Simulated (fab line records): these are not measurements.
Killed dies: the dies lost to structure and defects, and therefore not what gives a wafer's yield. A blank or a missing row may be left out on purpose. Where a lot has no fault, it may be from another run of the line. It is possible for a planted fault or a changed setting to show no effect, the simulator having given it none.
Chamber matching + flow n5-finfet + N5_BEOL_M2_ETCH_64 on rie-diel-01 has 4 sister chambers
The step etches SOC in N2/H2, target depth 75 nm, overetch 22.5 nm, time 121.9 s. 4 wafers are shown with their chamber, then 8 later ones without.

WAFERS, EACH WITH ITS CHAMBER
| wafer  | chamber | throttle-valve-pct (%) |
|--------|---------|------------------------|
| L082.2 | 3       | 17.3                   |
| L082.5 | 2       | 18.2                   |
| L085.5 | 1       | 17.4                   |
| L095.3 | 0       | 18.2                   |

WAFERS WITHOUT THEIR CHAMBER
| wafer  | throttle-valve-pct (%) |
|--------|------------------------|
| L095.5 | 17.5                   |
| L095.6 | 18.2                   |
| L096.1 | 17.5                   |
| L096.3 | 18.3                   |
| L096.5 | 18.2                   |
| L097.2 | 17.5                   |
| L097.4 | 18.3                   |
| L097.6 | 18.3                   |

THE CHAMBER EACH PASSED THROUGH
| wafer  | from the rows above     | in truth |
|--------|-------------------------|----------|
| L095.5 | can't be placed: 1 or 3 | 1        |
| L095.6 | can't be placed: 0 or 2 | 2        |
| L096.1 | can't be placed: 1 or 3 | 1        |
| L096.3 | can't be placed: 0 or 2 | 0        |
| L096.5 | can't be placed: 0 or 2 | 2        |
| L097.2 | can't be placed: 1 or 3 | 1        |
| L097.4 | can't be placed: 0 or 2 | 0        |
| L097.6 | can't be placed: 0 or 2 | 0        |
0 of 8 placed correctly. Unplaceable from these rows: 8, with the true chamber sitting among the candidates in 8. 0 placed wrongly.
How it was worked out, from the rows above alone: a wafer's distance from a chamber is the root of the sum, over the readings, of the square of ((its reading less the chamber's mean) divided by the reading's scatter). The wafer belongs to the nearest chamber; if the next one is less than 2 further off, it can't be placed. The mean given for a chamber averages the wafers shown for that chamber. The scatter: root of mean squared gap, hidden wafer to nearest shown wafer, with one shown wafer a chamber.
